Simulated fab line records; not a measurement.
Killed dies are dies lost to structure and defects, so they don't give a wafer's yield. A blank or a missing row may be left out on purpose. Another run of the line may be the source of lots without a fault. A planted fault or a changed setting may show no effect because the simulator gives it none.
Which of the tools did it? ; flow n5-finfet ; 12 lots, 36 wafers sampled, at 1 step of a route of 1938

== WHAT THE GAUGES READ, wafer by wafer ==
N5_BEOL_M3_INSPECT_30: inspects for defects (brightfield).
lot;measured;on;raw-defect-count
L074;day 7 19:47;defect-inspect-02;248 255 261
L077;day 8 08:55;defect-inspect-01;534 311 422
L080;day 8 16:37;defect-inspect-02;321 286 271
L081;day 8 23:52;defect-inspect-02;283 274 395
L083;day 9 06:28;defect-inspect-02;351 328 409
L085;day 10 07:46;defect-inspect-01;399 295 268
L087;day 10 20:11;defect-inspect-02;346 391 448
L089;day 11 01:24;defect-inspect-02;443 405 384
L091;day 11 13:41;defect-inspect-01;318 409 305
L093;day 11 18:56;defect-inspect-02;400 321 308
L095;day 12 12:24;defect-inspect-02;452 419 432
L097;day 12 22:25;defect-inspect-01;424 470 374

== WHAT TOOL EACH LOT RAN ON (gives the tool, then ch and the chambers of the sampled wafers, and finally the start) ==
There is no process step in the record ahead of these readings.

== THE ANSWER, worked out from the rows above alone ==
Rule: the lots themselves supply what counts as usual. Put in order of their means at a reading, lots are off if they are a third of the lots or fewer, leave a main group of 4 or more, and stand apart from it by a gap of 3 or more times the standard deviation of the main group's means; of several such gaps the widest counts. If all means in a main group match to the digits the tables above print for the reading, that group is not used. Also off: a lot with no number at a reading for which 4 or more lots have one. The other lots that the step has rows for count as sound.
None of the lots is off at any reading shown; this tells nothing.

== WHAT THE SIMULATOR HAD PUT IN ==
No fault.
